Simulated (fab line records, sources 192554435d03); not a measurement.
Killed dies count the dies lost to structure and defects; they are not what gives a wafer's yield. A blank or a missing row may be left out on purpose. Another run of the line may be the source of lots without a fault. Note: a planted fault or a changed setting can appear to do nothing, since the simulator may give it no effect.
Chamber matching | flow n5-finfet | N5_FIN_CUT_STRIP_22 on rie-diel-05: 4 sister chambers
The step strips in N2/H2. 7 wafers are shown with their chamber, then 9 later ones without.

== WAFERS, EACH WITH ITS CHAMBER ==
wafer  | chamber | showerhead-plenum-p-Torr (Torr) | throttle-valve-pct (%)
L080.1 | 1       | 3.44                            | 18.4
L081.2 | 3       | 3.49                            | 19.1
L083.5 | 2       | 3.26                            | 18.8
L083.6 | 0       | 3.25                            | 19.2
L089.1 | 2       | 3.26                            | 18.8
L089.4 | 0       | 3.24                            | 19.2
L089.6 | 3       | 3.48                            | 19.2

== WAFERS WHOSE CHAMBER IS MISSING ==
wafer  | showerhead-plenum-p-Torr (Torr) | throttle-valve-pct (%)
L091.2 | 3.24                            | 19.2
L091.3 | 3.48                            | 19.1
L091.5 | 3.24                            | 19.2
L092.1 | 3.43                            | 18.4
L092.2 | 3.24                            | 19.2
L092.5 | 3.24                            | 19.2
L095.2 | 3.23                            | 19.2
L095.5 | 3.23                            | 19.2
L095.6 | 3.48                            | 19.2

== CHAMBER TAKEN BY EACH ==
wafer  | from the rows above | in truth
L091.2 | 0                   | 0
L091.3 | 3                   | 3
L091.5 | 0                   | 0
L092.1 | 1                   | 1
L092.2 | 0                   | 0
L092.5 | 0                   | 0
L095.2 | 0                   | 0
L095.5 | 0                   | 0
L095.6 | 3                   | 3
Placed correctly: 9 of 9. Number that these rows cannot place: 0. Placed wrongly: 0.
How it was worked out, from the rows above alone: a wafer's distance from a chamber is the root of the sum, over the readings, of the square of ((its reading less the chamber's mean) divided by the reading's scatter). If the next closest chamber is less than 2 further off than the closest, the wafer can't be placed; otherwise it belongs to the closest. Each chamber's mean is taken over the wafers shown for it. The scatter is the square root of a quotient: the sum, over the shown wafers, of each reading's squared deviation from its chamber's mean, divided by wafers minus chambers.
